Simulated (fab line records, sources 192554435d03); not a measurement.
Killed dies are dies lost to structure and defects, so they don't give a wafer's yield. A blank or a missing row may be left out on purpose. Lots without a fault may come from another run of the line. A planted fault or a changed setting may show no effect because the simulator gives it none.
fab line records | flow n5_finfet | part 1 of 2: steps 1 to 26 of 39
record lots=5 wafers=15 last_day=18
route steps=1938 shown PMOS_HMC_CHANNEL_EPI@73 FIN_SAQP@90
lots that met no fault: from a run of the same line without faults
start_h: hours from the record's first day to the start of the lot's first wafer shown | wait_h: hours since the lot's step before | " the same as in the row above | L1.1+2: a row that stands for several wafers | - no value, or no start given | * or withheld: withheld | < > ~ a bound
route shown NAME@n: a module of which the file shows steps, and the number in the route of the first | usual: mean/standard deviation of fault-free wafers | same: alike in all rows | chamber/n: place in a boat | sites: the reading at each site | _std_site: their standard deviation | _edge_site: outer sites' mean less inner sites' | radius_mm: how far each site lies from the wafer's centre | mask NAME#n: copy n | behind: the tool/chamber that last shaped the wafer | hold: why the lot was held/for how many hours/how that ended | device: the transistor (n, p or np) that didn't switch | end of line: the same wafers' tests at the end of the route | a step without rows: its recipe alone | killed: dies lost to structure and defects at the first sort, not the wafer's yield | map: a wafer's dies, x killed, . not, _ none there
set.NAME: the setting as run; set.NAME@STEP: as run at that earlier step | model.NAME: the simulator's own value behind a step, which no gauge read
lots at some steps of the route; a table a step, a row a wafer
services: from which hour (start_h, from the record's first day; less than 0 if before it) a tool's chamber was out of use, for how many hours, and why
## steps
# step N5_PMOS_HMC_CHANNEL_EPI_ETCH_38
# recipe chemistry=CF4 target=SiO2 target_depth_a=15 ion_energy_ev=350 pressure_mtorr=10 icp_w=800 bias_w=400 cf4_flow_sccm=80
# usual bias_w=399.8/1.1 chamber_pressure_mTorr=9.999/0.0093 drypump_motor_current_A=5.8/0.35 oes_product_au=1.011/0.017 throttle_valve_pct=21.81/0.28
# columns lot.wafer tool chamber start_h wait_h bias_w chamber_pressure_mTorr drypump_motor_current_A oes_product_au rf_hours_counter_h throttle_valve_pct
L074.1 rie_si-03 3 17.96 0.0 398.8 10.008 5.4 0.993 163 21.72
L074.4 " 2 " " 399.1 9.993 5.9 1.009 140 22.23
L074.5 " 0 " " 399.7 10.011 5.5 1.017 - 21.22
L078.1 rie_si-02 2 41.61 0.0 399.6 9.994 6.0 1.013 124 21.51
L078.3 " 1 " " 400.1 10.013 5.2 0.997 100 21.89
L078.4 " 3 " " 399.2 9.988 6.6 1.022 53 21.85
L083.3 rie_si-03 1 72.45 0.0 398.1 10.003 5.7 1.016 9 21.85
L083.4 " 0 " " 398.2 9.992 5.5 1.032 80 21.23
L083.6 " 1 " " 398.4 10.020 5.7 1.020 - 21.87
L090.2 rie_si-04 2 113.97 0.0 399.6 9.987 6.0 1.005 0 22.03
L090.3 " 0 " " 399.7 9.990 5.9 0.976 6 22.07
L090.5 " 0 " " 398.7 9.983 5.9 0.987 - 22.07
L097.2 rie_si-02 3 156.59 0.0 400.6 10.009 6.6 1.018 55 21.85
L097.3 " 1 " " 400.4 10.009 5.2 0.992 102 21.89
L097.5 " 2 " " 398.7 10.002 6.0 1.036 - 21.51
# step N5_PMOS_HMC_CHANNEL_EPI_FIN_RECESS_16
# recipe chemistry=HBr/Cl2 target=Si mask_material=SiO2 target_depth_a=540 time_s=18 pressure_mtorr=10 icp_w=800 bias_w=75 HBr_flow_sccm=150 Cl2_flow_sccm=80
# usual bias_w=75.01/0.23 chamber_pressure_mTorr=10.000/0.0093 drypump_motor_current_A=5.8/0.35 oes_product_au=1.009/0.017 throttle_valve_pct=35.6/0.37
# columns lot.wafer tool chamber start_h wait_h bias_w chamber_pressure_mTorr drypump_motor_current_A oes_product_au rf_hours_counter_h throttle_valve_pct
L074.1 rie_si-03 3 17.98 0.0 75.39 9.982 5.4 1.010 163 35.3
L074.4 " 2 " " 74.61 9.995 5.9 0.992 140 36.1
L074.5 " 0 " " 75.29 10.013 5.5 1.027 - 34.8
L078.1 rie_si-02 2 41.63 0.0 75.28 9.993 6.1 1.019 124 35.1
L078.3 " 1 " " 75.19 9.998 5.2 1.010 100 35.9
L078.4 " 3 " " 74.60 10.001 6.6 1.005 53 35.6
L083.3 rie_si-03 1 72.47 0.0 75.01 10.001 5.6 0.999 9 35.9
L083.4 " 0 " " 74.99 10.013 5.5 1.036 80 34.8
L083.6 " 1 " " 74.92 10.010 5.7 1.008 - 35.9
L090.2 rie_si-04 2 113.99 0.0 74.88 10.015 6.1 0.992 0 35.9
L090.3 " 0 " " 74.76 9.996 5.9 0.992 6 35.8
L090.5 " 0 " " 75.01 10.000 5.9 0.978 - 35.8
L097.2 rie_si-02 3 156.61 0.0 75.04 9.996 6.6 1.005 55 35.6
L097.3 " 1 " " 74.97 9.984 5.2 1.002 102 35.9
L097.5 " 2 " " 75.03 9.998 6.0 1.013 - 35.1
# step N5_PMOS_HMC_CHANNEL_EPI_PRECLEAN_36
# recipe chemistry=O3/DIW time_s=45 temp_c=22 o3_ppm=10
# columns lot.wafer tool chamber start_h wait_h
L074.1+4+5 wet_bench-05 7,4,5 18.08 0.1
L078.1+3+4 wet_bench-06 7,0,3 41.73 0.1
L083.3+4+6 wet_bench-05 6,5,7 72.57 0.1
L090.2+3+5 wet_bench-02 2,5,3 114.09 0.1
L097.2+3+5 wet_bench-06 6,0,5 156.70 0.1
# step N5_PMOS_HMC_CHANNEL_EPI_PRECLEAN_18
# recipe chemistry=DHF time_s=30 temp_c=25 dilution=withheld
# columns lot.wafer tool chamber start_h wait_h
L074.1+4+5 wet_bench-05 7,4,5 18.10 0.0
L078.1+3+4 wet_bench-06 7,0,3 41.74 0.0
L083.3+4+6 wet_bench-05 6,5,7 72.59 0.0
L090.2+3+5 wet_bench-02 2,5,3 114.10 0.0
L097.2+3+5 wet_bench-06 6,0,5 156.74 0.0
# step N5_PMOS_HMC_CHANNEL_EPI_SRD_19
# recipe dry=ipa_marangoni do_ppb=5 time_s=30 temp_c=23 rinse_liquid=diw
# usual do_ppb=4.99/0.046
# columns lot.wafer tool chamber start_h wait_h do_ppb
L074.1 wet_bench-05 7 18.10 0.0 5.04
L074.4 " 4 " " 5.01
L074.5 " 5 " " 4.96
L078.1 wet_bench-06 7 41.75 0.0 4.98
L078.3 " 0 " " 4.94
L078.4 " 3 " " 5.02
L083.3 wet_bench-05 6 72.60 0.0 5.03
L083.4 " 5 " " 5.01
L083.6 " 7 " " 5.00
L090.2 wet_bench-02 2 114.11 0.0 4.96
L090.3 " 5 " " 4.91
L090.5 " 3 " " 4.99
L097.2 wet_bench-06 6 156.75 0.0 4.96
L097.3 " 0 " " 5.11
L097.5 " 5 " " 4.97
# step N5_PMOS_HMC_CHANNEL_EPI_EPI_20
# recipe material=SiGe30 mask_material=SiO2 pressure_torr=20 target_thk_a=590 temp_c=600
# usual lamp_inner_pct=10.33/0.17
# columns lot.wafer tool chamber start_h wait_h lamp_inner_pct
L074.1 epi_rpcvd-03 0 18.15 0.0 10.36
L074.4 " 0 " " 10.39
L074.5 " 0 " " 10.39
L078.1 epi_rpcvd-03 0 41.80 0.0 10.38
L078.3 " 0 " " 10.43
L078.4 " 0 " " 10.50
L083.3 epi_rpcvd-01 0 73.05 0.4 10.38
L083.4 " 0 " " 10.54
L083.6 " 0 " " 10.45
L090.2 epi_rpcvd-01 0 114.36 0.2 10.44
L090.3 " 0 " " 10.47
L090.5 " 0 " " 10.42
L097.2 epi_rpcvd-04 0 157.17 0.4 10.08
L097.3 " 0 " " 10.00
L097.5 " 0 " " 10.02
# step N5_PMOS_HMC_CHANNEL_EPI_HM_STRIP_35
# recipe chemistry=dHF temp_c=25 material=SiO2 target=SiO2 target_depth_a=396 time_s=216
# columns lot.wafer tool chamber start_h wait_h
L074.1+4+5 wet_bench-06 1,2,3 19.79 1.4
L078.1+3+4 wet_bench-05 0,4,1 43.03 1.0
L083.3+4+6 wet_bench-05 7,3,2 73.88 0.6
L090.2+3+5 wet_bench-02 1,0,7 115.39 0.8
L097.2+3+5 wet_bench-02 2,1,3 159.00 1.5
# step N5_PMOS_HMC_CHANNEL_EPI_SRD_39
# recipe dry=ipa_marangoni time_s=30 temp_c=23 rinse_liquid=diw
# columns lot.wafer tool chamber start_h wait_h
L074.1+4+5 wet_bench-06 1,2,3 19.85 0.0
L078.1+3+4 wet_bench-05 0,4,1 43.10 0.0
L083.3+4+6 wet_bench-05 7,3,2 73.94 0.0
L090.2+3+5 wet_bench-02 1,0,7 115.46 0.0
L097.2+3+5 wet_bench-02 2,1,3 159.06 0.0
# step N5_PMOS_HMC_CHANNEL_EPI_CMP_21
# recipe material=SiGe30 post_cmp_clean=alkaline_brush target_thk_nm=54
# usual motor_current_A=12.2/0.87
# columns lot.wafer tool chamber start_h wait_h motor_current_A
L074.1 cmp-03 3 19.97 0.1 12.8
L074.4 " 0 " " 12.2
L074.5 " 2 " " 13.0
L078.4 cmp-01 2 43.14 0.0 11.8
L078.3 " 0 " " 10.2
L078.1 " 1 " " 11.3
L083.4 cmp-04 1 74.07 0.1 12.7
L083.3 " 2 " " 12.3
L083.6 " 1 " " 12.7
L090.3 cmp-04 2 115.49 0.0 11.8
L090.2 " 0 " " 12.2
L090.5 " 2 " " 12.2
L097.2 cmp-04 2 159.10 0.0 12.6
L097.3 " 0 " " 11.7
L097.5 " 3 " " 11.5
# step N5_PMOS_HMC_CHANNEL_EPI_THK_MEAS_22
# recipe reads=SiGe30_of_PMOS_HMC_CHANNEL_EPI_EPI_20
# usual HMC_CMP_THK=54.4/0.7
# columns lot.wafer tool chamber start_h wait_h HMC_CMP_THK[nm]
L074.1 film_metro-01 - 20.24 - 53.8
L074.4 " - " " 53.5
L074.5 " - " " 54.9
L078.1 film_metro-02 - 43.43 - 54.5
L078.3 " - " " 53.7
L078.4 " - " " 55.0
L083.3 film_metro-01 - 74.37 - 53.7
L083.4 " - " " 55.0
L083.6 " - " " 54.2
L090.2 film_metro-01 - 115.79 - 54.9
L090.3 " - " " 54.4
L090.5 " - " " 54.2
L097.2 film_metro-01 - 159.43 - 55.5
L097.3 " - " " 53.4
L097.5 " - " " 54.1
# step N5_PMOS_HMC_CHANNEL_EPI_PRECLEAN_40
# recipe chemistry=DHF time_s=30 temp_c=25 dilution=withheld
# columns lot.wafer tool chamber start_h wait_h
L074.1+4+5 wet_bench-06 2,0,6 20.26 0.0
L078.1+3+4 wet_bench-05 1,3,6 43.46 0.0
L083.3+4+6 wet_bench-02 4,0,2 74.40 0.0
L090.2+3+5 wet_bench-02 6,2,4 115.82 0.0
L097.2+3+5 wet_bench-05 6,1,5 159.46 0.0
# step N5_PMOS_HMC_CHANNEL_EPI_PRECLEAN_37
# recipe chemistry=O3/DIW time_s=45 temp_c=22 o3_ppm=10
# columns lot.wafer tool chamber start_h wait_h
L074.1+4+5 wet_bench-06 2,0,6 20.27 0.0
L078.1+3+4 wet_bench-05 1,3,6 43.47 0.0
L083.3+4+6 wet_bench-02 4,0,2 74.41 0.0
L090.2+3+5 wet_bench-02 6,2,4 115.83 0.0
L097.2+3+5 wet_bench-05 6,1,5 159.47 0.0
# step N5_PMOS_HMC_CHANNEL_EPI_PRECLEAN_24
# recipe chemistry=DHF time_s=30 temp_c=25 dilution=withheld
# columns lot.wafer tool chamber start_h wait_h
L074.1+4+5 wet_bench-06 2,0,6 20.29 0.0
L078.1+3+4 wet_bench-05 1,3,6 43.48 0.0
L083.3+4+6 wet_bench-02 4,0,2 74.42 0.0
L090.2+3+5 wet_bench-02 6,2,4 115.84 0.0
L097.2+3+5 wet_bench-05 6,1,5 159.48 0.0
# step N5_PMOS_HMC_CHANNEL_EPI_SRD_25
# recipe dry=ipa_marangoni do_ppb=5 time_s=30 temp_c=23 rinse_liquid=diw
# usual do_ppb=5.00/0.05
# columns lot.wafer tool chamber start_h wait_h do_ppb
L074.1 wet_bench-06 2 20.30 0.0 5.03
L074.4 " 0 " " 5.09
L074.5 " 6 " " 5.06
L078.1 wet_bench-05 1 43.49 0.0 4.99
L078.3 " 3 " " 5.03
L078.4 " 6 " " 4.88
L083.3 wet_bench-02 4 74.43 0.0 4.97
L083.4 " 0 " " 5.01
L083.6 " 2 " " 4.95
L090.2 wet_bench-02 6 115.85 0.0 5.03
L090.3 " 2 " " 5.00
L090.5 " 4 " " 5.03
L097.2 wet_bench-05 6 159.49 0.0 4.95
L097.3 " 1 " " 4.98
L097.5 " 5 " " 4.99
# step N5_PMOS_HMC_CHANNEL_EPI_EPI_26
# recipe material=Si target_thk_a=38 temp_c=650 precursor=SiH4/H2 pressure_torr=20 time_s=22.7
# usual lamp_inner_pct=12.34/0.18 throttle_valve_pct=11.36/0.26
# columns lot.wafer tool chamber start_h wait_h lamp_inner_pct throttle_valve_pct
L074.1 epi_rpcvd-01 0 20.34 0.0 12.47 11.45
L074.4 " 0 " " 12.48 11.48
L074.5 " 0 " " 12.38 11.56
L078.1 epi_rpcvd-03 0 43.54 0.0 12.43 11.17
L078.3 " 0 " " 12.40 11.17
L078.4 " 0 " " 12.40 11.31
L083.3 epi_rpcvd-03 0 74.58 0.1 12.47 11.54
L083.4 " 0 " " 12.31 11.43
L083.6 " 0 " " 12.29 11.50
L090.2 epi_rpcvd-03 0 115.95 0.1 12.55 11.52
L090.3 " 0 " " 12.46 11.30
L090.5 " 0 " " 12.33 11.33
L097.2 epi_rpcvd-03 0 159.59 0.1 12.49 11.25
L097.3 " 0 " " 12.42 11.39
L097.5 " 0 " " 12.45 11.43
# step N5_PMOS_HMC_CHANNEL_EPI_INSPECT_30
# recipe inspect_instrument=darkfield mode=post_epi
# usual raw_defect_count=19/6.6
# columns lot.wafer tool chamber start_h wait_h raw_defect_count
L074.1 defect_inspect-02 - 20.71 0.0 14
L074.4 " - " " 25
L074.5 " - " " 28
L078.1 defect_inspect-01 - 43.91 0.0 39
L078.3 " - " " 26
L078.4 " - " " 11
L083.3 defect_inspect-01 - 74.85 0.0 21
L083.4 " - " " 17
L083.6 " - " " 9
L090.2 defect_inspect-02 - 116.29 0.0 16
L090.3 " - " " 16
L090.5 " - " " 17
L097.2 defect_inspect-02 - 159.91 0.0 24
L097.3 " - " " 20
L097.5 " - " " 20
# step N5_FIN_SAQP_PRECLEAN_42
# recipe chemistry=O3/DIW time_s=60 temp_c=22 o3_ppm=10
# columns lot.wafer tool chamber start_h wait_h
L074.1+4+5 wet_bench-04 6,4,0 20.74 0.0
L078.1+3+4 wet_bench-01 5,2,0 43.94 0.0
L083.3+4+6 wet_bench-03 3,4,0 74.87 0.0
L090.2+3+5 wet_bench-04 3,2,1 116.32 0.0
L097.2+3+5 wet_bench-04 1,4,5 159.94 0.0
# step N5_FIN_SAQP_PRECLEAN_00
# recipe chemistry=SC1 time_s=60 temp_c=55 mix=1:2:50
# columns lot.wafer tool chamber start_h wait_h
L074.1+4+5 wet_bench-04 6,4,0 20.76 0.0
L078.1+3+4 wet_bench-01 5,2,0 43.96 0.0
L083.3+4+6 wet_bench-03 3,4,0 74.89 0.0
L090.2+3+5 wet_bench-04 3,2,1 116.33 0.0
L097.2+3+5 wet_bench-04 1,4,5 159.95 0.0
# step N5_FIN_SAQP_PRECLEAN_44
# recipe chemistry=SC2 time_s=45 temp_c=35 mix=1:1:50
# columns lot.wafer tool chamber start_h wait_h
L074.1+4+5 wet_bench-04 6,4,0 20.78 0.0
L078.1+3+4 wet_bench-01 5,2,0 43.98 0.0
L083.3+4+6 wet_bench-03 3,4,0 74.91 0.0
L090.2+3+5 wet_bench-04 3,2,1 116.35 0.0
L097.2+3+5 wet_bench-04 1,4,5 159.97 0.0
# step N5_FIN_SAQP_SRD_01
# recipe dry=ipa_marangoni time_s=30 temp_c=23 rinse_liquid=diw
# columns lot.wafer tool chamber start_h wait_h
L074.1+4+5 wet_bench-04 6,4,0 20.79 0.0
L078.1+3+4 wet_bench-01 5,2,0 43.99 0.0
L083.3+4+6 wet_bench-03 3,4,0 74.92 0.0
L090.2+3+5 wet_bench-04 3,2,1 116.36 0.0
L097.2+3+5 wet_bench-04 1,4,5 159.98 0.0
# step N5_FIN_SAQP_ALD_61
# recipe material=SiO2 target_thk_a=40 temp_c=300 ald_precursor_family=BDEAS ald_co_reactant=O2-plasma pulse_time_s=1 purge_time_s=2 co_reactant_purge_time_s=2 ald_cycles=43 pressure_torr=2
# usual heater_power_w=482/34 precursor_pulse_height_rel=1.000/0.02
# same ald_cycles=43
# columns lot.wafer tool chamber start_h wait_h heater_power_w precursor_pulse_height_rel
L074.1 ald_sin-02 1 20.84 0.0 481 0.998
L074.4 " 3 " " 470 1.020
L074.5 " 1 " " 481 0.947
L078.1 ald_sin-02 3 44.04 0.0 474 1.027
L078.3 " 2 " " 463 1.035
L078.4 " 3 " " 471 0.990
L083.3 ald_sin-02 3 74.97 0.0 463 1.013
L083.4 " 1 " " 470 1.019
L083.6 " 2 " " 467 1.002
L090.2 ald_sin-01 0 116.41 0.0 511 1.037
L090.3 " 2 " " 474 1.000
L090.5 " 2 " " 473 1.007
L097.2 ald_sin-01 1 160.03 0.0 446 0.982
L097.3 " 0 " " 512 0.995
L097.5 " 1 " " 448 1.000
# step N5_FIN_SAQP_DENSIFY_62
# recipe temp_c=700 time_s=60 ambient=N2 idle_temp_c=600 ramp_up_c_per_s=150 ramp_down_c_per_s=60 cool_to_c=600
# usual lamp_power_pct=9.85/0.058 wafer_temp_C_max=703.3/0.62
# columns lot.wafer tool chamber start_h wait_h lamp_power_pct wafer_temp_C_max
L074.1 rtp_anneal-01 0 21.07 0.2 9.75 703.4
L074.4 " 0 " " 9.86 703.6
L074.5 " 0 " " 9.77 703.2
L078.1 rtp_anneal-01 0 44.33 0.2 9.84 703.7
L078.3 " 0 " " 9.86 703.8
L078.4 " 0 " " 9.79 705.3
L083.3 rtp_anneal-02 0 75.23 0.2 9.98 704.0
L083.4 " 0 " " 9.91 702.3
L083.6 " 0 " " 9.87 703.0
L090.2 rtp_anneal-02 0 116.74 0.2 9.83 703.6
L090.3 " 0 " " 9.93 703.6
L090.5 " 0 " " 9.77 703.6
L097.2 rtp_anneal-02 0 160.42 0.3 9.81 704.0
L097.3 " 0 " " 9.75 702.7
L097.5 " 0 " " 9.71 702.6
# step N5_FIN_SAQP_HM_DEP_03
# recipe material=SiNx target_thk_a=380 temp_c=400 precursor=SiH4/NH3/N2 pressure_torr=1.5 rf_w=300 time_s=33.6
# usual heater_power_w=791/110 showerhead_plenum_p_Torr=5.17/0.063 throttle_valve_pct=41.0/1.8
# columns lot.wafer tool chamber start_h wait_h heater_power_w showerhead_plenum_p_Torr throttle_valve_pct
L074.1 pecvd-03 0 21.29 0.2 797 5.19 39.2
L074.4 " 1 " " 908 5.08 41.3
L074.5 " 0 " " 804 5.19 39.1
L078.1 pecvd-03 2 44.55 0.2 816 5.08 40.1
L078.3 " 0 " " 771 5.20 39.4
L078.4 " 2 " " 831 5.08 40.0
L083.3 pecvd-03 1 75.39 0.1 837 5.09 41.4
L083.4 " 2 " " 725 5.07 40.2
L083.6 " 0 " " 853 5.20 38.9
L090.2 pecvd-01 1 116.93 0.2 797 5.22 44.8
L090.3 " 2 " " 699 5.20 39.2
L090.5 " 1 " " 838 5.24 45.0
L097.2 pecvd-02 0 160.60 0.2 747 5.22 39.8
L097.3 " 2 " " 750 5.19 40.3
L097.5 " 1 " " 845 5.19 41.9
# step N5_FIN_SAQP_THK_MEAS_05
# usual thk_nm=38.0/0.49
# columns lot.wafer tool chamber start_h wait_h thk_nm
L074.1 film_metro-01 - 21.37 0.1 38.2
L074.4 " - " " 38.5
L074.5 " - " " 38.4
L078.1 film_metro-01 - 44.63 0.1 37.9
L078.3 " - " " 37.6
L078.4 " - " " 38.2
L083.3 film_metro-02 - 75.48 0.1 37.5
L083.4 " - " " 38.4
L083.6 " - " " 38.7
L090.2 film_metro-01 - 117.02 0.1 37.1
L090.3 " - " " 38.0
L090.5 " - " " 38.2
L097.2 film_metro-01 - 160.69 0.1 37.9
L097.3 " - " " 38.1
L097.5 " - " " 38.6
# step N5_FIN_SAQP_PECVD_47
# recipe material=a-Si target_thk_a=450 temp_c=400 precursor=SiH4/He pressure_torr=3 rf_w=100 time_s=36.3
# usual heater_power_w=850/110 showerhead_plenum_p_Torr=5.69/0.047 throttle_valve_pct=18.7/0.8
# columns lot.wafer tool chamber start_h wait_h heater_power_w showerhead_plenum_p_Torr throttle_valve_pct
L074.1 pecvd-01 1 21.41 0.0 746 5.73 20.3
L074.4 " 1 " " 769 5.72 20.5
L074.5 " 0 " " 693 5.61 19.4
L078.1 pecvd-01 0 44.67 0.0 688 5.62 19.0
L078.3 " 2 " " 861 5.70 17.8
L078.4 " 0 " " 679 5.62 19.5
L083.3 pecvd-02 2 75.51 0.0 723 5.72 18.4
L083.4 " 0 " " 817 5.73 17.8
L083.6 " 1 " " 1053 5.70 18.8
L090.2 pecvd-03 1 117.06 0.0 966 5.61 18.8
L090.3 " 2 " " 824 5.61 18.4
L090.5 " 2 " " 801 5.61 18.2
L097.2 pecvd-03 0 160.73 0.0 937 5.71 18.0
L097.3 " 1 " " 1034 5.64 18.8
L097.5 " 1 " " 1043 5.63 18.5
# step N5_FIN_SAQP_PECVD_48
# recipe material=SiNx target_thk_a=250 temp_c=400 precursor=SiH4/NH3/N2 pressure_torr=1.5 rf_w=300 time_s=22.1
# usual heater_power_w=783/100 showerhead_plenum_p_Torr=5.17/0.063 throttle_valve_pct=41.0/1.8
# columns lot.wafer tool chamber start_h wait_h heater_power_w showerhead_plenum_p_Torr throttle_valve_pct
L074.1 pecvd-01 1 21.45 0.0 785 5.22 44.9
L074.4 " 1 " " 767 5.21 45.0
L074.5 " 0 " " 619 5.08 42.3
L078.1 pecvd-01 0 44.71 0.0 605 5.06 41.9
L078.3 " 2 " " 816 5.21 39.2
L078.4 " 0 " " 602 5.06 42.3
L083.3 pecvd-02 2 75.55 0.0 629 5.21 40.0
L083.4 " 0 " " 697 5.24 39.9
L083.6 " 1 " " 977 5.20 41.6
L090.2 pecvd-03 1 117.10 0.0 990 5.10 41.4
L090.3 " 2 " " 715 5.09 40.0
L090.5 " 2 " " 723 5.07 39.8
L097.2 pecvd-03 0 160.77 0.0 788 5.19 39.6
L097.3 " 1 " " 1015 5.08 41.3
L097.5 " 1 " " 999 5.10 41.4
